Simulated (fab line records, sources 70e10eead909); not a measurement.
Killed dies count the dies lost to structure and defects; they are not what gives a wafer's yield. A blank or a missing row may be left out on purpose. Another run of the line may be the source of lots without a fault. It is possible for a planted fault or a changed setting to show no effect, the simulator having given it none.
The tool behind it: which one? | flow nand harc | Sampling: 12 lots, 36 wafers, 6 of 1302 route steps

WHAT EACH GAUGE READ, for each wafer
NHARC_A_START_INSPECT_01. Usual: raw defect count at 3.7, with a standard deviation of 1.9.
lot  | measured     | on                | raw defect count | flag
L457 | day 6 12:02  | defect inspect-02 | 4 4 2            |
L459 | day 7 14:21  | defect inspect-02 | 1 5 1            |
L461 | day 8 12:31  | defect inspect-02 | 3 7 2            |
L462 | day 8 16:46  | defect inspect-02 | 6 8 4            |
L463 | day 9 06:54  | defect inspect-02 | 3 1 4            |
L466 | day 10 07:37 | defect inspect-02 | 4 2 4            |
L472 | day 12 22:39 | defect inspect-01 | 3 3 2            |
L473 | day 13 11:47 | defect inspect-02 | 2 7 1            |
L475 | day 14 07:52 | defect inspect-02 | 4 3 5            |
L477 | day 15 01:28 | defect inspect-02 | 5 2 1            |
L479 | day 15 22:14 | defect inspect-01 | 3 3 2            |
L480 | day 16 02:17 | defect inspect-02 | 5 2 6            |

NHARC_A_ONON_D1_THK_MEAS_11: measures by ellipsometry. Usual: thk nm at 995 nm, with a standard deviation of 10.
lot  | measured     | on            | thk nm (nm)    | flag
L457 | day 7 12:35  | film metro-02 | 1013 1012 1011 |
L459 | day 8 15:07  | film metro-01 | 995 998 999    |
L461 | day 9 16:56  | film metro-01 | 994 996 995    |
L462 | day 9 16:56  | film metro-02 | 985 984 983    |
L463 | day 10 07:30 | film metro-02 | 620 620 620    | OFF
L466 | day 11 07:37 | film metro-02 | 625 625 626    | OFF
L472 | day 13 22:55 | film metro-02 | 990 987 989    |
L473 | day 14 14:18 | film metro-02 | 973 974 975    |
L475 | day 15 08:20 | film metro-02 | 985 985 984    |
L477 | day 16 00:37 | film metro-01 | 983 984 985    |
L479 | day 16 22:52 | film metro-01 | 987 990 989    |
L480 | day 17 07:16 | film metro-01 | 986 986 987    |

NHARC_END_SORT_01. Usual: killed at array 52, standard deviation 18; killed at other 0.6, standard deviation 0.83; killed at periphery 4.3, standard deviation 2.8; killed dies 57, standard deviation 19; killed open 3.4, standard deviation 2; killed short 2.5, standard deviation 1.7.
lot  | measured     | on        | killed at array | killed at other | killed at periphery | killed dies | killed open | killed short | flag
L463 | day 26 12:28 | prober-02 | 673 670 676     | 1 1 0           | 3 6 1               | 677 677 677 | 2 4 1       | 3 3 1        | OFF
L466 | day 27 15:25 | prober-01 | 674 674 674     | 1 1 0           | 2 2 3               | 677 677 677 | 3 2 4       | 3 2 4        | OFF

WHAT TOOL EACH LOT RAN ON (gives the tool, then ch and the chambers of the sampled wafers, and finally the start)
lot  | NHARC_P_BONDPAD_ETCH_37            | NHARC_P_BONDPAD_PRE_CLEAN_26            | NHARC_A_ONON_D1_DEP_09
L457 | rie diel-04 ch 0,2,3, day 6 09:06  | pvd sputter-01, day 6 12:02 or earlier  | pecvd onon-01 ch 0, day 7 12:14
L459 | rie diel-04 ch 0,1,3, day 7 11:25  | pvd sputter-01, day 7 14:21 or earlier  | pecvd onon-01 ch 0, day 8 14:35
L461 | rie diel-02 ch 0,2, day 8 09:20    | pvd sputter-01, day 8 10:17             | pecvd onon-04 ch 0, day 9 16:25
L462 | rie diel-02 ch 0,3, day 8 13:50    | pvd sputter-02, day 8 16:46 or earlier  | pecvd onon-01 ch 0, day 9 16:26
L463 | rie diel-04 ch 0,2,3, day 9 03:40  | pvd sputter-01, day 9 06:54 or earlier  | pecvd onon-01 ch 0, day 10 07:02
L466 | rie diel-07 ch 0,2,3, day 10 04:33 | pvd sputter-03, day 10 07:37 or earlier | pecvd onon-01 ch 0, day 11 07:07
L472 | rie diel-02 ch 2,3, day 12 19:43   | pvd sputter-01, day 12 22:39 or earlier | pecvd onon-04 ch 0, day 13 22:24
L473 | rie diel-02 ch 0,2,3, day 13 08:52 | pvd sputter-01, day 13 11:47 or earlier | pecvd onon-01 ch 0, day 14 13:47
L475 | rie diel-02 ch 0,1,3, day 14 04:56 | pvd sputter-03, day 14 07:52 or earlier | pecvd onon-04 ch 0, day 15 07:52
L477 | rie diel-04 ch 0,2, day 14 22:31   | pvd sputter-02, day 15 01:28 or earlier | pecvd onon-01 ch 0, day 16 00:09
L479 | rie diel-02 ch 0,1,3, day 15 19:16 | pvd sputter-02, day 15 22:14 or earlier | pecvd onon-01 ch 0, day 16 22:21
L480 | rie diel-02 ch 0,1,2, day 15 23:21 | pvd sputter-03, day 16 02:17 or earlier | pecvd onon-04 ch 0, day 17 06:45
- NHARC_P_BONDPAD_ETCH_37: etches the open film in N2/H2, target depth 60 nm, overetch 18 nm, time 65.91 s.
- NHARC_P_BONDPAD_PRE_CLEAN_26: time 30 s.
- NHARC_A_ONON_D1_DEP_09: target thk 1000 nm.

WHAT THE TOOLS THEMSELVES READ (means of the sampled wafers that have a number; where no wafer has one, the mark that the record gives instead)
NHARC_P_BONDPAD_ETCH_37. Usual: drypump motor current A 5.4 A, standard deviation 0.61; n2 flow sccm 150.1 sccm, standard deviation 0.46; oes product au 0.998 a.u., standard deviation 0.012; rf vpp V 430.3 V, standard deviation 2.6; showerhead plenum p Torr 2.03 Torr, standard deviation 0.091; throttle valve pct 14.173 %, standard deviation 0.0087.
lot  | tool        | drypump motor current A (A) | n2 flow sccm (sccm) | oes product au (a.u.) | rf vpp V (V) | showerhead plenum p Torr (Torr) | throttle valve pct (%) | flag
L457 | rie diel-04 | 5.1                         | 150.0               | 0.997                 | 429.6        | 2.01                            | 14.182                 |
L459 | rie diel-04 | 5.2                         | 150.3               | 1.002                 | 432.0        | 2.08                            | 14.179                 |
L461 | rie diel-02 | 5.9                         | 150.0               | 1.004                 | 431.2        | 2.08                            | 14.156                 |
L462 | rie diel-02 | 6.0                         | 150.4               | 0.995                 | 430.6        | 2.06                            | 14.178                 |
L463 | rie diel-04 | 5.1                         | 149.9               | 0.988                 | 429.7        | 2.01                            | 14.175                 |
L466 | rie diel-07 | 6.0                         | 149.7               | 1.003                 | 432.1        | 2.09                            | 14.178                 |
L472 | rie diel-02 | 5.2                         | 149.9               | 1.009                 | 429.8        | 1.99                            | 14.167                 |
L473 | rie diel-02 | 5.6                         | 149.8               | 1.009                 | 430.3        | 2.02                            | 14.178                 |
L475 | rie diel-02 | 5.9                         | 150.0               | 1.004                 | 429.6        | 2.01                            | 14.173                 |
L477 | rie diel-04 | 5.5                         | 150.1               | 0.992                 | 429.0        | 1.95                            | 14.167                 |
L479 | rie diel-02 | 5.9                         | 149.9               | 1.004                 | 429.9        | 2.01                            | 14.170                 |
L480 | rie diel-02 | 5.7                         | 150.4               | 1.011                 | 430.8        | 2.04                            | 14.169                 |

NHARC_P_BONDPAD_PRE_CLEAN_26. Usual: heater power w 416 W, standard deviation 46; susceptor temp C 280.02 C, standard deviation 0.19.
lot  | tool           | heater power w (W) | susceptor temp C (C) | flag
L457 | pvd sputter-01 | 496                | 280.20               |
L459 | pvd sputter-01 | 415                | 280.04               |
L461 | pvd sputter-01 | 436                | 279.98               |
L462 | pvd sputter-02 | 378                | 280.05               |
L463 | pvd sputter-01 | 454                | 280.19               |
L466 | pvd sputter-03 | 404                | 279.90               |
L472 | pvd sputter-01 | 415                | -                    | OFF
L473 | pvd sputter-01 | 463                | 279.99               |
L475 | pvd sputter-03 | 413                | 280.04               |
L477 | pvd sputter-02 | 356                | -                    | OFF
L479 | pvd sputter-02 | 372                | 279.99               |
L480 | pvd sputter-03 | 410                | -                    | OFF

NHARC_A_ONON_D1_DEP_09. Usual: n2 flow sccm 2750 sccm, standard deviation 7.9; susceptor temp C 399.96 C, standard deviation 0.23.
lot  | tool          | n2 flow sccm (sccm) | susceptor temp C (C) | flag
L457 | pecvd onon-01 | 2746                | 399.79               |
L459 | pecvd onon-01 | 2751                | 399.97               |
L461 | pecvd onon-04 | 2753                | 400.10               |
L462 | pecvd onon-01 | 2745                | 399.82               |
L463 | pecvd onon-01 | 2749                | 399.86               |
L466 | pecvd onon-01 | 2754                | 399.86               |
L472 | pecvd onon-04 | 2757                | 399.97               |
L473 | pecvd onon-01 | 2750                | 400.00               |
L475 | pecvd onon-04 | 2750                | 399.83               |
L477 | pecvd onon-01 | 2754                | 400.20               |
L479 | pecvd onon-01 | 2762                | 399.82               |
L480 | pecvd onon-04 | 2745                | 399.70               |

THE ANSWER, worked out from the rows above alone
Rule: take the mean of a lot's wafers that have a number; if it is more than 3 standard deviations from the usual mean, the lot is off. A lot without any number at a reading at which 4 lots or more have one is off too. Any other lot the step has rows for is counted as sound. Order of review: gauges by route order, followed by the tools' own readings, for which a lot's mean as printed above is used. The first step at which some lot is off is used, and at that step the reading that is off furthest; a lot without a number counts as furthest.
Off: L463, L466 (NHARC_A_ONON_D1_THK_MEAS_11, thk nm).
If a tool, at a process step before that reading, ran all the lots that are off and no sound lot after the first of them, it fits. The gauges at NHARC_A_ONON_D1_THK_MEAS_11 aren't tried: what is off there is off at NHARC_END_SORT_01 too, on other tools, and a gauge's error can't cause that. Because NHARC_P_BONDPAD_PRE_CLEAN_26 lacks a start for some lots, the hours and order of its lots are taken from NHARC_A_START_INSPECT_01. Of those tried, none fits.

WHAT HAD BEEN PUT IN BY THE SIMULATOR
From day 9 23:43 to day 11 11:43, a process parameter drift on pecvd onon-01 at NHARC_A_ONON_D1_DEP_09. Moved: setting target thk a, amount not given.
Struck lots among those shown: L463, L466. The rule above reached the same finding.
